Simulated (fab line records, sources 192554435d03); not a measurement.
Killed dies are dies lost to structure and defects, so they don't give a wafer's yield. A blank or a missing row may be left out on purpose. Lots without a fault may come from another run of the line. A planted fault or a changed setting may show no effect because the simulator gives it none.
Which tool did it? | flow n5_finfet | 10 lots, 28 wafers sampled, at 5 steps of a route of 1938

WHAT THE GAUGES READ, wafer by wafer
N5_FIN_CUT_INSPECT_17: inspects for defects (brightfield). Usual: raw_defect_count 232, standard deviation 66.
lot  | measured    | on                | raw_defect_count | flag
L595 | day 2 09:59 | defect_inspect-01 | 202 196 188      |
L596 | day 2 18:19 | defect_inspect-02 | 130 224 177      |
L597 | day 2 22:55 | defect_inspect-02 | 151 289 207      |
L599 | day 3 10:06 | defect_inspect-01 | 267 203          |
L600 | day 3 15:59 | defect_inspect-02 | 139 181          |
L603 | day 4 10:09 | defect_inspect-02 | 623 228 174      |
L604 | day 4 16:37 | defect_inspect-02 | 113 584 255      |
L606 | day 5 05:05 | defect_inspect-02 | 278 453 419      |
L616 | day 7 18:37 | defect_inspect-02 | 313 157 223      |
L617 | day 7 22:38 | defect_inspect-01 | 173 247 214      |

WHICH TOOL RAN EACH LOT (tool, then ch and the chambers of the sampled wafers, then the start)
lot  | N5_FIN_SAQP_ETCH_34               | N5_FIN_CUT_ETCH_20                | N5_FIN_CUT_STRIP_24               | N5_FIN_CUT_CUT_ETCH_28
L595 | rie_diel-06 ch 0,1, day 2 08:10   | rie_diel-04 ch 0,2,3, day 2 09:07 | rie_diel-04 ch 0,2,3, day 2 09:29 | rie_si-01 ch 0,2,3, day 2 09:44
L596 | rie_diel-01 ch 0,1, day 2 15:42   | rie_diel-02 ch 1,2,3, day 2 17:20 | rie_diel-02 ch 1,2,3, day 2 17:43 | rie_si-01 ch 0,2,3, day 2 17:58
L597 | rie_diel-01 ch 0,2, day 2 20:58   | rie_diel-05 ch 0,3, day 2 21:54   | rie_diel-05 ch 0,3, day 2 22:16   | rie_si-06 ch 0,3, day 2 22:32
L599 | rie_diel-06 ch 1,2, day 3 08:18   | rie_diel-02 ch 1,3, day 3 09:15   | rie_diel-02 ch 1,3, day 3 09:37   | rie_si-06 ch 0,1, day 3 09:53
L600 | rie_diel-06 ch 0,1, day 3 14:03   | rie_diel-02 ch 1, day 3 15:08     | rie_diel-02 ch 1, day 3 15:29     | rie_si-02 ch 3, day 3 15:46
L603 | rie_diel-06 ch 1,2,3, day 4 08:20 | rie_diel-02 ch 0,2,3, day 4 09:17 | rie_diel-02 ch 0,2,3, day 4 09:38 | rie_si-06 ch 0,3, day 4 09:55
L604 | rie_diel-06 ch 0,1,3, day 4 14:49 | rie_diel-02 ch 0,2,3, day 4 15:46 | rie_diel-02 ch 0,2,3, day 4 16:07 | rie_si-01 ch 0,2,3, day 4 16:23
L606 | rie_diel-01 ch 0,2, day 5 03:15   | rie_diel-05 ch 1,2,3, day 5 04:14 | rie_diel-05 ch 1,2,3, day 5 04:35 | rie_si-06 ch 0,1,3, day 5 04:52
L616 | rie_diel-03 ch 0,1,3, day 7 16:48 | rie_diel-04 ch 0,1, day 7 17:45   | rie_diel-04 ch 0,1, day 7 18:07   | rie_si-01 ch 0,1,2, day 7 18:23
L617 | rie_diel-06 ch 0,1, day 7 20:18   | rie_diel-02 ch 1,2, day 7 21:24   | rie_diel-02 ch 1,2, day 7 21:56   | rie_si-01 ch 0,2, day 7 22:16
- N5_FIN_SAQP_ETCH_34: etches SiO2 in C4F6/O2, target depth 45 nm, time 15 s.
- N5_FIN_CUT_ETCH_20: etches SiARC in CF4, target depth 26 nm, time 43.3 s.
- N5_FIN_CUT_STRIP_24: strips in CF4.
- N5_FIN_CUT_CUT_ETCH_28: etches Si in HBr/Cl2/O2, target depth 6 nm, time 2.4 s.

WHAT THE TOOLS THEMSELVES READ (means of the sampled wafers that have a number; where no wafer has one, the mark that the record gives instead)
N5_FIN_SAQP_ETCH_34. Usual: drypump_motor_current_A 5.7 A, standard deviation 0.45; etch_rf_on_time_s 14.9 s, standard deviation 0.35; oes_product_au 0.66 a.u., standard deviation 0.084; rf_vpp_V 666 V, standard deviation 12; showerhead_plenum_p_Torr 2.82 Torr, standard deviation 0.05; throttle_valve_pct 21.11 %, standard deviation 0.28.
lot  | tool        | drypump_motor_current_A (A) | etch_rf_on_time_s (s) | oes_product_au (a.u.) | rf_vpp_V (V) | showerhead_plenum_p_Torr (Torr) | throttle_valve_pct (%) | flag
L595 | rie_diel-06 | 5.8                         | 14.8                  | 0.68                  | 665          | 2.80                            | 20.89                  |
L596 | rie_diel-01 | 5.3                         | 15.0                  | 0.61                  | 664          | 2.84                            | 21.38                  |
L597 | rie_diel-01 | 5.5                         | 15.4                  | 0.59                  | 668          | 2.82                            | 21.38                  |
L599 | rie_diel-06 | 5.3                         | 14.5                  | 0.73                  | 682          | 2.86                            | 21.16                  |
L600 | rie_diel-06 | 5.8                         | 14.7                  | 0.67                  | 668          | 2.80                            | 20.97                  |
L603 | rie_diel-06 | 5.5                         | 14.8                  | 0.68                  | 676          | 2.85                            | 21.22                  |
L604 | rie_diel-06 | 5.8                         | 14.8                  | 0.63                  | 666          | 2.81                            | 21.11                  |
L606 | rie_diel-01 | 5.1                         | 15.0                  | 0.68                  | 668          | 2.83                            | 21.36                  |
L616 | rie_diel-03 | 5.6                         | 14.8                  | 0.70                  | 662          | 2.83                            | 20.94                  |
L617 | rie_diel-06 | 5.7                         | 14.6                  | 0.62                  | 670          | 2.79                            | 21.09                  |

N5_FIN_CUT_ETCH_20. Usual: drypump_motor_current_A 5.7 A, standard deviation 0.31; etch_rf_on_time_s 44.1 s, standard deviation 1.1; oes_product_au 0.62 a.u., standard deviation 0.053; rf_vpp_V 184.2 V, standard deviation 1.1; showerhead_plenum_p_Torr 2.14 Torr, standard deviation 0.064; throttle_valve_pct 15.68 %, standard deviation 0.21.
lot  | tool        | drypump_motor_current_A (A) | etch_rf_on_time_s (s) | oes_product_au (a.u.) | rf_vpp_V (V) | showerhead_plenum_p_Torr (Torr) | throttle_valve_pct (%) | flag
L595 | rie_diel-04 | 5.6                         | 44.1                  | 0.63                  | 183.9        | 2.10                            | 15.78                  |
L596 | rie_diel-02 | 5.7                         | 44.4                  | 0.59                  | 184.6        | 2.18                            | 15.70                  |
L597 | rie_diel-05 | 6.0                         | 44.6                  | 0.61                  | 183.9        | 2.07                            | 15.82                  |
L599 | rie_diel-02 | 5.7                         | 44.1                  | 0.58                  | 184.4        | 2.16                            | 15.75                  |
L600 | rie_diel-02 | 5.8                         | 44.5                  | 0.59                  | 184.8        | 2.21                            | 15.58                  |
L603 | rie_diel-02 | 5.5                         | 44.0                  | 0.60                  | 184.2        | 2.13                            | 15.76                  |
L604 | rie_diel-02 | 5.5                         | 44.3                  | 0.60                  | 183.6        | 2.12                            | 15.76                  |
L606 | rie_diel-05 | 5.8                         | 43.8                  | 0.66                  | 184.0        | 2.12                            | 15.59                  |
L616 | rie_diel-04 | 5.8                         | 45.2                  | 0.61                  | 184.8        | 2.16                            | 15.82                  |
L617 | rie_diel-02 | 5.8                         | 44.3                  | 0.58                  | 184.3        | 2.20                            | 15.66                  |

N5_FIN_CUT_STRIP_24. Usual: drypump_motor_current_A 5.7 A, standard deviation 0.31; oes_product_au 0.72 a.u., standard deviation 0.056; rf_vpp_V 271.2 V, standard deviation 1.4; showerhead_plenum_p_Torr 1.79 Torr, standard deviation 0.05; throttle_valve_pct 13.67 %, standard deviation 0.21.
lot  | tool        | drypump_motor_current_A (A) | oes_product_au (a.u.) | rf_vpp_V (V) | showerhead_plenum_p_Torr (Torr) | throttle_valve_pct (%) | flag
L595 | rie_diel-04 | 5.7                         | 0.73                  | 270.1        | 1.76                            | 13.76                  |
L596 | rie_diel-02 | 5.7                         | 0.70                  | 272.4        | 1.82                            | 13.68                  |
L597 | rie_diel-05 | 6.0                         | 0.71                  | 269.9        | 1.73                            | 13.82                  |
L599 | rie_diel-02 | 5.7                         | 0.69                  | 271.1        | 1.81                            | 13.73                  |
L600 | rie_diel-02 | 5.8                         | 0.69                  | 272.2        | 1.84                            | 13.54                  |
L603 | rie_diel-02 | 5.5                         | 0.70                  | 270.9        | 1.78                            | 13.76                  |
L604 | rie_diel-02 | 5.4                         | 0.70                  | 269.8        | 1.78                            | 13.78                  |
L606 | rie_diel-05 | 5.8                         | 0.77                  | 270.1        | 1.78                            | 13.57                  |
L616 | rie_diel-04 | 5.8                         | 0.72                  | 270.7        | 1.81                            | 13.77                  |
L617 | rie_diel-02 | 5.7                         | 0.67                  | 272.7        | 1.83                            | 13.64                  |

N5_FIN_CUT_CUT_ETCH_28. Usual: drypump_motor_current_A 5.7 A, standard deviation 0.36; oes_product_au 0.998 a.u., standard deviation 0.016; throttle_valve_pct 37.1 %, standard deviation 0.32.
lot  | tool      | drypump_motor_current_A (A) | oes_product_au (a.u.) | throttle_valve_pct (%) | flag
L595 | rie_si-01 | 5.7                         | 0.992                 | 37.1                   |
L596 | rie_si-01 | 5.7                         | 0.990                 | 37.1                   |
L597 | rie_si-06 | 5.5                         | 0.994                 | 36.8                   |
L599 | rie_si-06 | 5.6                         | 0.989                 | 37.0                   |
L600 | rie_si-02 | 6.4                         | 1.014                 | 37.3                   |
L603 | rie_si-06 | 5.5                         | 1.000                 | 36.6                   |
L604 | rie_si-01 | 5.7                         | 0.987                 | 37.1                   |
L606 | rie_si-06 | 5.5                         | 0.988                 | 37.0                   |
L616 | rie_si-01 | 5.9                         | 1.004                 | 37.0                   |
L617 | rie_si-01 | 5.7                         | 0.991                 | 37.0                   |

THE ANSWER, worked out from the rows above alone
Rule: a lot is off if the mean of its wafers that have a number lies more than 3 standard deviations from the usual mean. A lot without any number at a reading at which 4 lots or more have one is off too. The other lots that the step has rows for count as sound. The gauges are gone through in route order, then the tools' own readings, and for those a lot's mean is taken as printed above. The first step at which some lot is off is used, and at that step the reading that is off furthest; a lot without a number counts as furthest.
No lot is off at any reading shown: from this, nothing can be told.

WHAT THE SIMULATOR HAD PUT IN
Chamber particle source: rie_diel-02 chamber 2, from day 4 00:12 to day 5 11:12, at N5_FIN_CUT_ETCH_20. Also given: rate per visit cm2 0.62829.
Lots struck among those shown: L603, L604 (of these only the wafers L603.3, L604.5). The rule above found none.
